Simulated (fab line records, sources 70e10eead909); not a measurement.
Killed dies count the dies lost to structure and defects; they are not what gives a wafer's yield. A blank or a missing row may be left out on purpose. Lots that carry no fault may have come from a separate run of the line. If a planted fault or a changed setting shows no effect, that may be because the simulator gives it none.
2 desks, one fault ; flow nand-harc ; only its own numbers are on each desk; what lay behind them is given at the end

== DESK OF THE TOOL OWNER: litho-track-04 ==
The tool's own readings at NHARC_P_M2_PEB_07 (peb time 65 s): means of the sampled wafers that have a number, for each lot that ran on this tool. Any lot whose mean is over 4 standard deviations away from the usual mean is out of limits and marked OUT; that distance is given in the brackets.
Columns: A = chill-plate-temp-C at NHARC_P_M2_PEB_07, usual 22.99 C; B = heater-power-total-W at NHARC_P_M2_PEB_07, usual 156.6 W; C = plate-temp-C at NHARC_P_M2_PEB_07, usual 99.99 C
lot;first seen here;A;B;C
L485;day 6 14:17;23.23;156.9;99.91
L493;day 8 10:58;23.05;156.6;100.06
L496;day 9 09:49;22.92;161.1 (+11) OUT;102.21 (+16) OUT
L500;day 10 11:23;23.01;161.8 (+12) OUT;101.96 (+14) OUT
This desk's verdict: out of limits on L496, L500, starting with L496 at day 9 09:49 (heater-power-total-W at NHARC_P_M2_PEB_07). L485, L493: within limits.

== METROLOGY DESK ==
What the gauges read for every lot (on any tool): the sampled wafers with a number, averaged. Any lot whose mean is over 4 standard deviations away from the usual mean is out of limits and marked OUT; that distance is given in the brackets.
Columns: A = cd-nm at NHARC_P_M1_CD_MEAS_16, usual 129.9 nm; B = cd-nm at NHARC_P_M2_CD_MEAS_09, usual 170.3 nm
lot;first seen here;A;B
L485;day 6 10:43;129.7;169.9
L486;day 6 13:55;129.2;170.6
L488;day 6 21:10;129.5;169.6
L490;day 7 13:02;130.6;170.4
L491;day 7 23:20;129.4;170.8
L492;day 8 02:57;130.6;169.6
L493;day 8 07:24;129.5;169.7
L496;day 9 06:07;129.1;177.6 (+12) OUT
L500;day 10 07:47;130.4;176.1 (+9.2) OUT
L503;day 10 22:23;129.4;171.0
L504;day 10 23:20;130.2;170.7
L506;day 11 18:05;129.8;170.7
This desk's verdict: out of limits on L496, L500, starting with L496 at day 9 09:53 (cd-nm at NHARC_P_M2_CD_MEAS_09). L485, L486, L488, L490, L491, L492, L493, L503, L504, L506: within limits.

== PUT TOGETHER ==
At day 9 09:49, on L496, L500, the tool owner's desk was in a position to raise an alarm.
The metrology desk could have raised an alarm at day 9 09:53, on L496, L500.
On litho-track-04, each named lot ran NHARC_P_M2_PEB_07.

== WHAT THE SIMULATOR HAD PUT IN ==
Process parameters drifting: litho-track-04 at NHARC_P_M2_PEB_07, beginning at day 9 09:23. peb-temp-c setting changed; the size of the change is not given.
Shown lots that were struck: L496, L500.
Counting hours from when the fault started, the first reading out of limits came at 0 for the tool owner's desk and at 1 for the metrology desk.
